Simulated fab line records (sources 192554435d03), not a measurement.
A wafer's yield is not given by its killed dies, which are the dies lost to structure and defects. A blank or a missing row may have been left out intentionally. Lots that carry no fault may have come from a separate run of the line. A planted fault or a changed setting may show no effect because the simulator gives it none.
fab line records -- flow n5-finfet
[record] lots = 5, wafers = 15, last-day = 17
route steps=1938 shown HKMG_FIN@406 BEOL_M4@1111 PASSIVATION@1936
lots that met no fault: from a run of the same line without faults
start-h: hours from the record's opening day to when the first of the lot's shown wafers began -- wait-h: hours since the lot's step before -- " unchanged from the row above -- L1.1+2: several wafers, shown together as one row -- - no value, or no start was given -- * or withheld: withheld -- < > ~ a bound
route shown NAME@n: names a module that has steps shown in the file, with the first one's number in the route -- usual: the fault-free wafers' mean and standard deviation -- same: alike in all rows -- chamber/n: place in a boat -- sites: each site's reading -- _std_site: the standard deviation of these -- _edge_site: the outer-site mean with the inner-site mean subtracted -- radius-mm: how far each site lies from the wafer's centre -- mask NAME#n: copy n -- behind: the tool/chamber that last shaped the wafer -- hold: reason for holding the lot/hours on hold/outcome of the hold -- device: transistor that didn't switch, given as n, p or np -- end of line: tests of these same wafers at the route's end -- a step given without rows: its recipe and nothing more -- killed: not the wafer's yield, but the dies lost to structure and defects at the first sort -- map: dies across one wafer; x = killed, . = not, _ = none there
set.NAME: the setting that was run; set.NAME@STEP: the one run at that earlier step -- model.NAME: the simulator's own value behind a step, which no gauge read
lots at some steps of the route; a table a step, a row a wafer
services: when a tool's chamber went out of use (start-h, in hours from the record's first day, below 0 if earlier), for how many hours, and the reason
[[steps]]
[step N5_HKMG_FIN_ETCH_58]
[recipe] chemistry = N2/H2, target = SOC, target-depth-a = 2158, ion-energy-ev = 50, bias-w = 13, time-s = 741, pressure-mtorr = 30, source-w = 875, n2-flow-sccm = 200, h2-flow-sccm = 200
[usual] drypump-motor-current-A = 5.8/0.46, oes-product-au = 0.80/0.074, rf-vpp-V = 99.3/1, showerhead-plenum-p-Torr = 2.56/0.089, throttle-valve-pct = 17.84/0.28
lot.wafer,tool,chamber,start-h,wait-h,drypump-motor-current-A,oes-product-au,rf-hours-counter-h,rf-vpp-V,showerhead-plenum-p-Torr,throttle-valve-pct
L199.2,rie-diel-06,2,78.41,0.0,6.9,0.78,141,99.6,2.54,18.03
L199.3,rie-diel-06,0,78.41,0.0,5.8,0.80,105,101.0,2.57,17.78
L199.6,rie-diel-06,1,78.41,0.0,5.8,0.88,-,98.5,2.48,18.01
L201.2,rie-diel-01,3,85.66,0.0,6.1,0.69,233,99.7,2.50,17.68
L201.4,rie-diel-01,2,85.66,0.0,5.8,0.76,-,100.0,2.66,18.06
L201.6,rie-diel-01,1,85.66,0.0,5.5,0.87,-,98.6,2.58,17.35
L207.1,rie-diel-06,0,121.55,0.0,5.8,0.77,119,99.4,2.56,17.79
L207.3,rie-diel-06,1,121.55,0.0,5.8,0.85,63,99.2,2.47,18.03
L207.6,rie-diel-06,0,121.55,0.0,5.8,0.77,-,99.3,2.56,17.80
L218.2,rie-diel-06,3,190.72,0.0,5.4,0.86,90,98.8,2.57,17.63
L218.3,rie-diel-06,2,190.72,0.0,6.8,0.75,180,99.6,2.52,18.09
L218.5,rie-diel-06,2,190.72,0.0,6.8,0.74,-,98.7,2.52,18.09
L221.2,rie-diel-06,0,206.89,0.0,5.8,0.76,147,97.9,2.55,17.85
L221.4,rie-diel-06,1,206.89,0.0,5.8,0.83,91,98.6,2.46,18.09
L221.6,rie-diel-06,2,206.89,0.0,6.8,0.74,-,98.1,2.52,18.08
[step N5_HKMG_FIN_STRIP_93]
[recipe] chemistry = N2/H2, material = SOC, time-s = 20, power-w = 500, temp-c = 40, pressure-mtorr = 50, rf-frequency-hz = 6e+07, bias-power-w = 8, h2-frac = 0.5, n2-flow-sccm = 300, h2-flow-sccm = 300
[usual] drypump-motor-current-A = 5.8/0.47, oes-product-au = 0.80/0.075, rf-vpp-V = 54.3/0.86, showerhead-plenum-p-Torr = 3.39/0.11, throttle-valve-pct = 19.0/0.41
lot.wafer,tool,chamber,start-h,wait-h,drypump-motor-current-A,oes-product-au,rf-hours-counter-h,rf-vpp-V,showerhead-plenum-p-Torr,throttle-valve-pct
L199.2,rie-diel-06,2,78.84,0.2,6.9,0.77,141,55.3,3.35,18.9
L199.3,rie-diel-06,0,78.84,0.2,5.7,0.79,105,53.0,3.39,18.9
L199.6,rie-diel-06,1,78.84,0.2,5.8,0.87,-,53.8,3.27,19.4
L201.2,rie-diel-01,3,86.09,0.2,6.2,0.68,234,54.5,3.31,18.7
L201.4,rie-diel-01,2,86.09,0.2,5.9,0.75,-,53.5,3.51,19.6
L201.6,rie-diel-01,1,86.09,0.2,5.6,0.87,-,53.4,3.40,18.5
L207.1,rie-diel-06,0,121.98,0.2,5.8,0.78,119,54.2,3.38,18.9
L207.3,rie-diel-06,1,121.98,0.2,5.8,0.86,64,54.3,3.27,19.5
L207.6,rie-diel-06,0,121.98,0.2,5.8,0.78,-,54.5,3.38,18.9
L218.2,rie-diel-06,3,191.15,0.2,5.4,0.85,90,53.7,3.39,18.9
L218.3,rie-diel-06,2,191.15,0.2,6.9,0.75,181,54.9,3.33,19.0
L218.5,rie-diel-06,2,191.15,0.2,6.9,0.75,-,54.0,3.33,19.0
L221.2,rie-diel-06,0,207.32,0.2,5.8,0.75,147,54.3,3.37,18.9
L221.4,rie-diel-06,1,207.32,0.2,5.8,0.82,91,54.5,3.25,19.5
L221.6,rie-diel-06,2,207.32,0.2,6.8,0.73,-,53.2,3.33,19.1
[step N5_HKMG_FIN_WET_ETCH_76]
[recipe] chemistry = dNH4OH, mix = 1:50, temp-c = 25, target = Al2O3, stop-on = La2O3, target-depth-nm = 2.25, dry = ipa-marangoni, rinse-time-s = 30, rinse-temp-c = 23
[step N5_HKMG_FIN_STRIP_60]
[recipe] chemistry = N2/H2, power-w = 2500, temp-c = 300, h2-frac = 0.65, time-s = 360, pressure-mtorr = withheld, n2-flow-sccm = 1750, h2-flow-sccm = 3250
[step N5_HKMG_FIN_WET_ETCH_77]
[recipe] chemistry = dHCl, mix = 1:10000, temp-c = 25, target = La2O3, stop-on = HfO2, target-depth-nm = 2
[step N5_HKMG_FIN_WET_ETCH_78]
[recipe] chemistry = dNH4OH, mix = 1:50, temp-c = 25, target = Al2O3, stop-on = La2O3, target-depth-nm = 4.5, dry = ipa-marangoni, rinse-time-s = 30, rinse-temp-c = 23
[step N5_HKMG_FIN_ALD_79]
[recipe] material = TiN, target-thk-a = 15, temp-c = 400, ald-precursor-family = TiCl4, ald-co-reactant = NH3, pulse-time-s = 1, purge-time-s = 3, co-reactant-purge-time-s = 2, co-reactant-pulse-time-s = 2, ald-cycles = 68, pressure-torr = 3
[step N5_HKMG_FIN_CVD_62]
[recipe] material = a-Si, target-thk-a = 30, temp-c = 500, precursor = Si2H6, pressure-torr = 1, time-s = 20.8
[usual] heater-power-w = 1364/120
lot.wafer,tool,chamber,start-h,wait-h,heater-power-w
L199.2,thermal-cvd-si-02,0,79.84,0.2,1224
L199.3,thermal-cvd-si-02,2,79.84,0.2,1483
L199.6,thermal-cvd-si-02,1,79.84,0.2,1493
L201.2,thermal-cvd-si-02,1,87.10,0.2,1472
L201.4,thermal-cvd-si-02,1,87.10,0.2,1509
L201.6,thermal-cvd-si-02,2,87.10,0.2,1493
L207.1,thermal-cvd-si-02,1,122.99,0.2,1478
L207.3,thermal-cvd-si-02,2,122.99,0.2,1469
L207.6,thermal-cvd-si-02,2,122.99,0.2,1521
L218.2,thermal-cvd-si-01,0,192.15,0.2,1254
L218.3,thermal-cvd-si-01,2,192.15,0.2,1327
L218.5,thermal-cvd-si-01,2,192.15,0.2,1327
L221.2,thermal-cvd-si-02,1,208.33,0.2,1531
L221.4,thermal-cvd-si-02,0,208.33,0.2,1196
L221.6,thermal-cvd-si-02,1,208.33,0.2,1480
[step N5_HKMG_FIN_RTA_80]
[recipe] temp-c = withheld, time-s = 2, ambient = N2, idle-temp-c = 600, ramp-up-c-per-s = 150, ramp-down-c-per-s = 60, cool-to-c = 600
[step N5_HKMG_FIN_PRECLEAN_64]
[recipe] chemistry = dHF, time-s = 30, temp-c = 25, dilution = withheld
[step N5_HKMG_FIN_WET_ETCH_65]
[recipe] chemistry = TMAH, temp-c = 70, conc-wt-pct = 5, target = a-Si, stop-on = TiN, time-s = 49, target-depth-nm = 3
[step N5_HKMG_FIN_WET_ETCH_81]
[recipe] chemistry = SC1, target = TiN, stop-on = HfO2, mix = 1:1:5, temp-c = 60, time-s = 57, target-depth-nm = 6
[step N5_HKMG_FIN_WET_ETCH_82]
[recipe] chemistry = dHCl, mix = 1:10000, temp-c = 25, target = La2O3, stop-on = HfO2, target-depth-nm = 2, dry = ipa-marangoni, rinse-time-s = 30, rinse-temp-c = 23
lot.wafer,tool,chamber,start-h,wait-h
L199.2+3+6,wet-bench-01,"2,4,0",80.18,0.0
L201.2+4+6,wet-bench-01,"5,6,1",87.44,0.0
L207.1+3+6,wet-bench-01,"5,2,3",123.45,0.0
L218.2+3+5,wet-bench-03,"4,2,3",192.48,0.0
L221.2+4+6,wet-bench-06,"4,5,7",208.73,0.0
[step N5_HKMG_FIN_ALD_36]
[recipe] material = TiN, target-thk-a = 10, temp-c = 400, ald-precursor-family = TiCl4, ald-co-reactant = NH3, pulse-time-s = 1, purge-time-s = 3, co-reactant-purge-time-s = 2, co-reactant-pulse-time-s = 2, ald-cycles = 47, pressure-torr = 3
[usual] heater-power-w = 904/80, precursor-pulse-height-rel = 1.000/0.023
[same] pulse-time-s = 1
lot.wafer,tool,chamber,start-h,wait-h,heater-power-w,precursor-pulse-height-rel
L199.2,ald-metal-04,0,80.24,0.0,799,1.000
L199.3,ald-metal-04,3,80.24,0.0,789,1.028
L199.6,ald-metal-04,2,80.24,0.0,1045,0.979
L201.2,ald-metal-01,2,87.50,0.0,859,1.040
L201.4,ald-metal-01,1,87.50,0.0,935,0.975
L201.6,ald-metal-01,2,87.50,0.0,848,0.990
L207.1,ald-metal-03,0,123.51,0.0,910,0.984
L207.3,ald-metal-03,2,123.51,0.0,1018,1.006
L207.6,ald-metal-03,2,123.51,0.0,994,0.997
L218.2,ald-metal-03,0,192.54,0.0,943,1.005
L218.3,ald-metal-03,3,192.54,0.0,833,0.971
L218.5,ald-metal-03,1,192.54,0.0,878,1.011
L221.2,ald-metal-01,1,208.80,0.0,943,1.004
L221.4,ald-metal-01,0,208.80,0.0,987,1.010
L221.6,ald-metal-01,1,208.80,0.0,970,0.987
[step N5_HKMG_FIN_THK_MEAS_70]
[recipe] thk-meas-gauge = xrf, reads = HfO2_of_HKMG_FIN_HK_ALD_01
[usual] HK_THK = 1.583/0.017
lot.wafer,tool,chamber,start-h,wait-h,HK_THK[nm]
L199.2,film-metro-01,-,80.52,0.2,1.588
L199.3,film-metro-01,-,80.52,0.2,1.578
L199.6,film-metro-01,-,80.52,0.2,1.585
L201.2,film-metro-01,-,87.78,0.2,1.611
L201.4,film-metro-01,-,87.78,0.2,1.572
L201.6,film-metro-01,-,87.78,0.2,1.577
L207.1,film-metro-02,-,123.79,0.2,1.587
L207.3,film-metro-02,-,123.79,0.2,1.596
L207.6,film-metro-02,-,123.79,0.2,1.605
L218.2,film-metro-01,-,192.83,0.2,1.587
L218.3,film-metro-01,-,192.83,0.2,1.571
L218.5,film-metro-01,-,192.83,0.2,1.568
L221.2,film-metro-02,-,209.08,0.2,1.599
L221.4,film-metro-02,-,209.08,0.2,1.594
L221.6,film-metro-02,-,209.08,0.2,1.581
[step N5_HKMG_FIN_PWFM_ALD_03]
[recipe] material = TiN, target-thk-a = 20, temp-c = 400, ald-precursor-family = TiCl4, ald-co-reactant = NH3, pulse-time-s = 1, purge-time-s = 3, co-reactant-purge-time-s = 2, co-reactant-pulse-time-s = 2, ald-cycles = 91, pressure-torr = 3
[usual] heater-power-w = 906/86, precursor-pulse-height-rel = 0.997/0.018
[same] pulse-time-s = 1
lot.wafer,tool,chamber,start-h,wait-h,heater-power-w,precursor-pulse-height-rel
L199.2,ald-metal-01,2,80.55,0.0,845,0.996
L199.3,ald-metal-01,1,80.55,0.0,926,1.025
L199.6,ald-metal-01,0,80.55,0.0,980,0.997
L201.2,ald-metal-03,0,87.81,0.0,916,1.011
L201.4,ald-metal-03,1,87.81,0.0,858,1.004
L201.6,ald-metal-03,1,87.81,0.0,865,0.960
L207.1,ald-metal-04,1,123.83,0.0,967,0.981
L207.3,ald-metal-04,2,123.83,0.0,1042,1.010
L207.6,ald-metal-04,3,123.83,0.0,741,0.991
L218.2,ald-metal-01,2,192.86,0.0,853,0.993
L218.3,ald-metal-01,3,192.86,0.0,847,0.991
L218.5,ald-metal-01,2,192.86,0.0,838,0.987
L221.2,ald-metal-04,2,209.11,0.0,1050,0.995
L221.4,ald-metal-04,3,209.11,0.0,779,0.988
L221.6,ald-metal-04,0,209.11,0.0,817,0.991
[step N5_HKMG_FIN_COAT_29]
[recipe] resist = SOC, temp-c = 250, time-s = 60, spin-rpm = 1500, resist-thk-nm = 300
[step N5_HKMG_FIN_COAT_30]
[recipe] resist = SiARC, temp-c = 220, time-s = 60, spin-rpm = 1500, resist-thk-nm = 35
[step N5_HKMG_FIN_COAT_06]
[recipe] resist = CAR-ArF, spin-rpm = 1500, resist-thk-nm = 90
[step N5_HKMG_FIN_EBR_08]
[recipe] solvent = PGMEA, ebr-width-mm = 1.5
[step N5_HKMG_FIN_SOFTBAKE_07]
[recipe] temp-c = 110, time-s = 60, resist = CAR-ArF
[step N5_HKMG_FIN_EXPOSE_09]
[recipe] mask-id = NWFM, na = 1.35, source-shape = conventional, sigma-outer = 0.8, polarization = unpolarized, dose-mj = 39.25
[step N5_HKMG_FIN_PEB_10]
[recipe] peb-temp-c = withheld, peb-time-s = 60, resist = CAR-ArF
[step N5_HKMG_FIN_DEVELOP_11]
[recipe] develop-time-s = 30, developer = TMAH, resist = CAR-ArF, dev-temp-c = 23, rinse-liquid = diw, dry = air-spin
[step N5_HKMG_FIN_CD_MEAS_12]
[recipe] target-cd-nm = 92.8, landing-energy-ev = 500, detector = se-inlens
[usual] cd-nm = 92.7/0.51
lot.wafer,tool,chamber,start-h,wait-h,cd-nm
L199.2,cd-sem-02,0,81.27,-,92.6
L199.3,cd-sem-02,0,81.27,-,92.5
L199.6,cd-sem-02,0,81.27,-,93.4
L201.2,cd-sem-02,0,88.53,-,92.9
L201.4,cd-sem-02,0,88.53,-,92.5
L201.6,cd-sem-02,0,88.53,-,92.8
L207.1,cd-sem-02,0,124.67,-,93.1
L207.3,cd-sem-02,0,124.67,-,92.6
L207.6,cd-sem-02,0,124.67,-,92.3
L218.2,cd-sem-01,0,193.58,-,93.4
L218.3,cd-sem-01,0,193.58,-,91.8
L218.5,cd-sem-01,0,193.58,-,92.7
L221.2,cd-sem-01,0,209.83,-,92.2
L221.4,cd-sem-01,0,209.83,-,93.0
L221.6,cd-sem-01,0,209.83,-,92.6
[step N5_HKMG_FIN_OVL_MEAS_13]
[recipe] points-per-wafer = 44
[usual] NWFM_OVL = 0.2/0.68
lot.wafer,tool,chamber,start-h,wait-h,NWFM_OVL[nm]
L199.2,overlay-02,0,81.30,0.0,-0.1
L199.3,overlay-02,0,81.30,0.0,-0.6
L199.6,overlay-02,0,81.30,0.0,-0.6
L201.2,overlay-01,0,88.56,0.0,0.0
L201.4,overlay-01,0,88.56,0.0,0.3
L201.6,overlay-01,0,88.56,0.0,-0.1
L207.1,overlay-02,0,124.70,0.0,0.4
L207.3,overlay-02,0,124.70,0.0,-0.2
L207.6,overlay-02,0,124.70,0.0,-0.2
L218.2,overlay-01,0,193.60,0.0,1.2
L218.3,overlay-01,0,193.60,0.0,0.4
L218.5,overlay-01,0,193.60,0.0,0.6
L221.2,overlay-02,0,209.86,0.0,0.2
L221.4,overlay-02,0,209.86,0.0,-0.7
L221.6,overlay-02,0,209.86,0.0,-0.9
[step N5_HKMG_FIN_INSPECT_14]
[recipe] mode = adi, inspect-instrument = macro
[usual] raw-defect-count = 2.3/1.4
lot.wafer,tool,chamber,start-h,wait-h,raw-defect-count
L199.2,defect-inspect-01,-,81.32,0.0,5
L199.3,defect-inspect-01,-,81.32,0.0,6
L199.6,defect-inspect-01,-,81.32,0.0,3
L201.2,defect-inspect-02,-,88.58,0.0,2
L201.4,defect-inspect-02,-,88.58,0.0,2
L201.6,defect-inspect-02,-,88.58,0.0,3
L207.1,defect-inspect-01,-,124.72,0.0,2
L207.3,defect-inspect-01,-,124.72,0.0,>300
L207.6,defect-inspect-01,-,124.72,0.0,4
L218.2,defect-inspect-01,-,193.63,0.0,5
L218.3,defect-inspect-01,-,193.63,0.0,0
L218.5,defect-inspect-01,-,193.63,0.0,2
L221.2,defect-inspect-02,-,209.88,0.0,0
L221.4,defect-inspect-02,-,209.88,0.0,2
L221.6,defect-inspect-02,-,209.88,0.0,1
[step N5_HKMG_FIN_DESCUM_17]
[recipe] chemistry = O2, time-s = 7.9, source-power-w = 50, bias-power-w = 20, pressure-mtorr = 20, rf-frequency-hz = 2.712e+07, temp-c = 40, resist = CAR-ArF, o2-flow-sccm = 225
[step N5_BEOL_M4_RC_MEAS_101]
[usual] DIBL_N = 36.3/1.2, DIBL_P = 36.3/1.4, IOFF_N = 0.157/0.02, IOFF_P = 0.22/0.033, ION_N = 675/9.6, ION_P = 465/8.2, SS_N = 71.4/0.45, SS_P = 73.3/0.54, VT_N = 249.8/2.5, VT_P = -249/3.2
lot.wafer,tool,chamber,start-h,wait-h,DIBL_N[mV/V],DIBL_P[mV/V],IOFF_N[nA/um],IOFF_P[nA/um],ION_N[uA/um],ION_P[uA/um],SS_N[mV/dec],SS_P[mV/dec],VT_N[mV],VT_P[mV]
L199.2,prober-01,0,170.50,0.2,35.8,36.7,0.144,0.20,680,466,71.1,72.8,248.4,-251
L199.3,prober-01,0,170.50,0.2,36.6,38.0,0.160,0.22,666,462,71.2,72.9,247.8,-250
L199.6,prober-01,0,170.50,0.2,36.8,38.0,0.165,0.22,686,470,71.8,73.0,248.4,-251
L201.2,prober-01,0,188.04,0.2,36.7,37.2,0.161,0.19,675,454,70.6,72.9,250.2,-252
L201.4,prober-01,0,188.04,0.2,35.9,35.8,0.147,0.18,681,458,71.0,72.7,248.5,-250
L201.6,prober-01,0,188.04,0.2,36.0,36.6,0.156,0.19,677,460,71.7,73.4,249.3,-250
L207.1,prober-01,0,247.92,0.0,37.6,35.5,0.165,0.23,679,464,71.4,73.5,250.5,-247
L207.3,prober-01,0,247.92,0.0,38.6,37.0,0.182,0.26,688,477,71.7,73.7,249.2,-246
L207.6,prober-01,0,247.92,0.0,38.0,35.8,0.156,0.22,674,467,71.6,73.5,251.0,-249
L218.2,prober-02,0,300.73,0.3,35.4,37.1,0.135,0.20,657,460,70.9,73.3,252.2,-251
L218.3,prober-02,0,300.73,0.3,35.1,36.5,0.133,0.19,666,462,70.9,72.7,251.8,-251
L218.5,prober-02,0,300.73,0.3,35.0,36.3,0.129,0.20,663,465,71.1,72.6,252.5,-251
L221.2,prober-01,0,307.35,0.2,37.1,37.2,0.175,0.28,680,472,71.5,73.8,246.7,-245
L221.4,prober-01,0,307.35,0.2,36.1,35.8,0.147,0.25,665,465,71.4,72.6,250.7,-246
L221.6,prober-01,0,307.35,0.2,36.9,37.3,0.168,0.27,670,472,71.8,73.5,249.9,-245
[step N5_PASSIVATION_PROBE_49]
[usual] defect-limited-yield = 91.1/1.4, killed_at_M0_to_M3 = 33/10, killed_at_M4_up = 15/5.8, killed-at-contacts = 13/5.9, killed-at-front-end = 39/11, killed-at-other = 4/3.6, killed-dies = 105/16, killed-open = 68/11, killed-short = 34/7.8, sort_bin_5_function = 5.2/0.88, sort_bin_6_memory = 3.3/0.61, sort-n-pass = 1075/16, sort-yield-pct = 91.1/1.4
[same] gross-dies = 1180, killed-at-back-side = 0, sort_bin_4_leakage[%] = 0, sort_bin_8_speed[%] = 0
lot.wafer,tool,chamber,start-h,wait-h,defect-limited-yield[%],killed_at_M0_to_M3,killed_at_M4_up,killed-at-contacts,killed-at-front-end,killed-at-other,killed-dies,killed-open,killed-short,sort_bin_5_function[%],sort_bin_6_memory[%],sort-n-pass,sort-yield-pct[%]
L207.1,prober-02,-,356.35,0.0,92.7,28,5,13,35,5,86,55,28,4.5,2.3,1094,92.7
L207.3,prober-02,-,356.45,0.1,85.0,20,13,8,135,1,177,48,21,9.9,3.1,1003,85.0
L207.6,prober-02,-,356.60,0.3,92.8,29,6,10,30,10,85,57,24,4.4,2.5,1095,92.8
// killed by level:class
L207.1 MOL_CONTACT_COAG:geometric-particle:open=9 BEOL_M2:geometric-particle:open=7 FIN_SAQP:geometric-particle:open=6 FIN_SAQP:geometric-particle:short=6 BEOL_M1:geometric-particle:open=6 DUMMY_GATE:geometric-particle:open=5 BEOL_M0_SAQP:geometric-particle:short=4 GATE_CUT:geometric-particle:short=3
L207.3 HKMG_FIN:unspecified=108 DUMMY_GATE:geometric-particle:open=8 STI_FIN_REVEAL:geometric-particle:open=6 MOL_CONTACT_COAG:geometric-particle:open=6 BEOL_M1:geometric-particle:open=5 BEOL_M4:geometric-particle:open=5 BEOL_M1:geometric-particle:short=4 BEOL_M8:geometric-particle:open=4
L207.6 BEOL_M2:geometric-particle:open=9 MOL_CONTACT_COAG:geometric-particle:open=8 FIN_SAQP:geometric-particle:short=6 FIN_SAQP:geometric-particle:open=6 STI_FIN_REVEAL:geometric-particle:open=6 BEOL_M3:geometric-particle:open=6 BEOL_M1:geometric-particle:open=5 DUMMY_GATE:geometric-particle:open=4
// map L207.3 (x killed, . not)
_________________............________________
______________...............x.x_____________
___________........x.......xx.xxxxx__________
__________.............xx.xxxxxxxxxx_________
________..x.............x.xxxxxxxxxxx._______
_______................x..xxxxxxxxxxxxx______
______..........x.....x....xxxxxxxxxxxxx_____
_____.......................xxxxxxxxxxxx.____
____......x.....x..........xxxxxxxxxxxx...___
___....x......xx..........xxxxxxxxxxxxx..x.__
___.x........x.......x.......xxxxxxxx.xx...__
__..........................x......x........_
__........xx...........x..x............x...._
_x......x...x......x........x........x..x....
_x..x......................x........x........
_....................................x.....x.
_...........x................................
_...................x......x.................
_...........................................x
_.....x...x......x.......x.........x.x.......
_................x.......x..........x........
__.........................................._
__..............x....................x......_
___......x..x............xx................__
___.............x..x.......x........x......__
____..xx.....x........x......x............___
_____...........................x......x.____
______.................................._____
_______.......x.......................x______
________....x.....................x..._______
__________.........................._________
___________...................x....__________
______________...........x......_____________
_________________....x.......________________
// map L201.4 (x killed, . not)
_________________...x........________________
______________....x.........x..._____________
___________........................__________
__________................x........._________
________.......x........x..x.x.......x_______
_______...x...x........................______
______...x.....x.....x...............xxx_____
_____x...x........................x.x.x..____
____..x.....x......x......................___
___...x..........x..........x.x............__
___..........x.....x.......x...............__
__..x............x.........x.xx............._
__......x......x.....x................x....x_
_.x.........................................x
_x........x.xx.........x....x...............x
_.............x...........................xx.
_.....x...........x......x...x....x.........x
_..................x...............x.x.x....x
_......................x.....................
_.....................x...........x..........
_x......x..x..........xx...x......x..........
__....x...x......................x.........._
__..........x........x..................x..._
___x..x.x..x.x...................x..x......__
___.........x........x.............x.......__
____..........x..x......x...xx...x........___
_____..........x......xx.................____
______.......x.................x...x...._____
_______............x..........x...x....______
________.........x..............x.x..._______
__________x.....x............x......_________
___________........................__________
______________.................x_____________
_________________..........x.________________
[[services]]
tool,chamber,start-h,hours,kind
ald-metal-03,2,54.87,6.1,repair
rie-diel-01,0,70.33,-,clean
rie-diel-01,0,70.33,-,consumable-replace:focus-ring
rie-diel-01,0,70.33,22.1,scheduled-down
rie-diel-01,0,70.33,22.1,vent-cycle
thermal-cvd-si-01,-,83.50,1.1,repair
ald-metal-04,-,85.16,8.7,pm
ald-metal-03,-,99.46,14.6,pm
rie-diel-01,3,105.15,7.8,repair
ald-metal-04,-,130.82,1.9,repair
wet-bench-01,-,135.36,0.6,repair
rie-diel-01,3,137.44,-,clean
rie-diel-01,3,137.44,-,consumable-replace:focus-ring
rie-diel-01,3,137.44,23.2,scheduled-down
rie-diel-01,3,137.44,23.2,vent-cycle
ald-metal-01,3,147.59,4.1,repair
ald-metal-01,-,163.09,1.5,repair
ald-metal-04,-,168.50,0.6,repair
rie-diel-06,-,174.50,0.2,repair
[[key]]
[first-sign] step = N5_HKMG_FIN_INSPECT_14, reading = raw-defect-count, direction = up, sigmas = 99+, usual = 2.3, struck = >300
[effect] step = N5_PASSIVATION_PROBE_49, reading = killed-at-front-end, direction = up, sigmas = 8.8, usual = 39, struck = 135
[more-kills-born-at] N5_HKMG_FIN_WET_ETCH_82@wet-bench-01 = 108
met-at N5_HKMG_FIN_WET_ETCH_82
struck-wafers L207.3
onset-between 80.18 123.45
[fault] kind = chamber-particle-source, tool = wet-bench-01, chamber = 2, onset-h = 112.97, steps = N5_HKMG_FIN_WET_ETCH_82, rate-per-visit-cm2 = 1.0232, end-h = 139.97
